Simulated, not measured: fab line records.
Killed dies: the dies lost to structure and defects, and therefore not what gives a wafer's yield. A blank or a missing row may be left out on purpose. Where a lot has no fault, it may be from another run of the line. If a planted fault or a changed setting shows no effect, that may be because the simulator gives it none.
Comparing a struck lot with a sound one || flow n5Finfet || 39 out of 1938 route steps
Sound: wafers L311.2, L311.3, L311.6. Struck: wafers L303.1, L303.2, L303.3. The cause is named last.
Each step with rows lists, per side, the tool, then ch with its chambers, then its first start. Under that, the readings that differ: sound wafers || struck wafers || difference of the means || sigmas: that difference in standard deviations of wafers without a fault.
alike: a reading whose means differ by less than 2 such deviations, as well as words and numbers matching on both sides. not compared: withheld readings; readings where some wafer has no value; bounds like >300 that might hide an equal value; numbers whose values overlap and for which the record gives no deviation.
The two part at a step that has a row with sigmas, a row that says differs or no value, or rows on one side only. When numbers do not overlap yet have no deviation, they are printed without sigmas and do not part them. A reading missing from all wafers of one side parts the sides only when that side holds two or more wafers.

first, 11 steps without rows for these wafers: N5_MOL_CONTACT_COAG_DESCUM_13 (chemistry O2, time 7 s); N5_MOL_CONTACT_COAG_ETCH_59 (etches underlayer in N2/H2, target depth 13 nm, time 10.4 s); N5_MOL_CONTACT_COAG_ETCH_105 (etches SiARC in CF4, target depth 15.6 nm, time 26 s); N5_MOL_CONTACT_COAG_ETCH_106 (etches SOC in N2/H2, target depth 80 nm, overetch 16 nm, time 120 s); N5_MOL_CONTACT_COAG_STRIP_107 (strips in N2/H2); N5_MOL_CONTACT_COAG_STRIP_108 (strips in N2/H2); N5_MOL_CONTACT_COAG_CONTACT_ETCH_14 (etches SiO2 in C4F6/O2, target depth 27.5 nm, overetch 8.5 nm, time 20 s); N5_MOL_CONTACT_COAG_STRIP_109 (strips in C4F6/O2); N5_MOL_CONTACT_COAG_ETCH_15 (etches SiNx in CH3F/O2, stops on Si:P, target depth 7 nm); N5_MOL_CONTACT_COAG_ETCH_110 (etches Si in CF4/O2, target depth 2.5 nm, time 8 s); N5_MOL_CONTACT_COAG_STRIP_98 (strips in N2/H2).
N5_MOL_CONTACT_COAG_IMPLANT_129:
  sound on implanter-02 ch 0, day 8 15:49; struck on implanter-01 ch 0, day 6 17:58
{"reading": "beamEnergyKeV", "sound": "2.9989 3.0008 3.0007", "struck": "0.8276 0.8288 0.8275", "difference": -2.1722, "sigmas": "-99 or more"}
{"reading": "model.implant.rpNm (nm)", "sound": "6.011 6.011 6.011", "struck": "3.015 3.015 3.015", "difference": -2.996, "sigmas": ""}
{"reading": "model.implant.drpNm (nm)", "sound": "2.134 2.134 2.134", "struck": "1 1 1", "difference": -1, "sigmas": ""}
  alike: rotationDeg
then, 26 steps without rows for these wafers: N5_MOL_CONTACT_COAG_PRECLEAN_111 (cleans in NF3:NH3, afs cycles 1, time 20 s, sublimation time 60 s); N5_MOL_CONTACT_COAG_TI_SIL_19 (material Ti, target thk 4.2 nm, time 15 s); N5_MOL_CONTACT_COAG_ALD_20 (deposits TiN, target thk 1.5 nm, pulse time 1 s, purge time 3 s); N5_MOL_CONTACT_COAG_SIL_ANNEAL_21 (time 60 s); N5_MOL_CONTACT_COAG_PRE_CLEAN_141 (time 60 s); N5_MOL_CONTACT_COAG_SPUTTER_143 (material Co, target thk 2.5 nm); N5_MOL_CONTACT_COAG_CO_FILL_22 (material Co, precursor CCTBA/H2, target thk 20 nm); N5_MOL_CONTACT_COAG_ANNEAL_113 (time 300 s); N5_MOL_CONTACT_COAG_PRE_CLEAN_142 (time 60 s); N5_MOL_CONTACT_COAG_SPUTTER_130 (material Co, target thk 47.5 nm); N5_MOL_CONTACT_COAG_PRECLEAN_125 (cleans in DIW, time 57.5 s); N5_MOL_CONTACT_COAG_SRD_126 (dry time 32 s); N5_MOL_CONTACT_COAG_CMP_23 (polishes, stops on SiO2, t overpolish 1.5 s, target thk 0 nm); N5_MOL_CONTACT_COAG_WET_ETCH_26 (target Co, target depth 13 nm); N5_MOL_CONTACT_COAG_WET_ETCH_116 (etches the open film in SC1-inhibited, target depth 4.6 nm, rinse time 30 s); N5_MOL_CONTACT_COAG_ALD_27 (deposits SiOC, target thk 17 nm, pulse time 1.5 s, time 2720 s); N5_MOL_CONTACT_COAG_CMP_28 (polishes, stops on SiNx, t overpolish 0.85 s, target thk 14.522 nm); N5_MOL_CONTACT_COAG_ALD_123 (deposits SiNx, target thk 5 nm, pulse time 1 s, purge time 2 s); N5_MOL_CONTACT_COAG_PECVD_31 (deposits SiO2 from TEOS/O2, target thk 46 nm, time 8.9 s); N5_MOL_CONTACT_COAG_COAT_75 (time 60 s, resist thk 60 nm); N5_MOL_CONTACT_COAG_COAT_76 (time 60 s, resist thk 10 nm); N5_MOL_CONTACT_COAG_COAT_77 (time 60 s, resist thk 10 nm); N5_MOL_CONTACT_COAG_COAT_78 (resist thk 40 nm); N5_MOL_CONTACT_COAG_EBR_80; N5_MOL_CONTACT_COAG_SOFTBAKE_79 (time 60 s); N5_MOL_CONTACT_COAG_EXPOSE_81 (exposes mask VG, defocus 0 nm).
-- the record jumps here: 7 days lie between the struck wafers' starts before and after (it left off in module MOL_CONTACT_COAG and takes up again in module BEOL_M4, whose first step shown is number 1111 of the route) --
N5_BEOL_M4_RC_MEAS_101:
  sound on prober-02 ch 0, day 15 02:17; struck on prober-01 ch 0, day 13 07:26
{"reading": "RC_DENSE_N (ohm.um)", "sound": "19.2 18.7 18.7", "struck": "32.7 33.6 33.4", "difference": "+14.4", "sigmas": "+31"}
{"reading": "RC_DENSE_P (ohm.um)", "sound": "24.0 23.6 23.7", "struck": "40.7 41.6 41.3", "difference": "+17.4", "sigmas": "+31"}
{"reading": "RC_N (ohm.um)", "sound": "15.7 15.1 15.2", "struck": "26.7 27.5 27.3", "difference": "+11.8", "sigmas": "+34"}
{"reading": "RC_P (ohm.um)", "sound": "20.0 19.3 19.3", "struck": "33.2 34.2 33.9", "difference": "+14.2", "sigmas": "+30"}
{"reading": "REXT_N (ohm.um)", "sound": "73.6 73.8 73.2", "struck": "83.8 84.7 86.0", "difference": "+11.3", "sigmas": "+6"}
{"reading": "REXT_P (ohm.um)", "sound": "102.8 101.5 103.1", "struck": "114.4 113.6 115.4", "difference": "+12.0", "sigmas": "+5"}
  alike: DIBL_N, DIBL_P, IOFF_N, IOFF_P, ION_N, ION_P, SS_N, SS_P, VT_N, VT_P

WHERE THEY PART
Last at N5_BEOL_M4_RC_MEAS_101 as far as this record goes, first at N5_MOL_CONTACT_COAG_IMPLANT_129.

WHY: what the simulator had put in
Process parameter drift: implanter-01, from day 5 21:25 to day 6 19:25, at N5_MOL_CONTACT_COAG_IMPLANT_129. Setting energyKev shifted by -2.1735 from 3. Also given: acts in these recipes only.
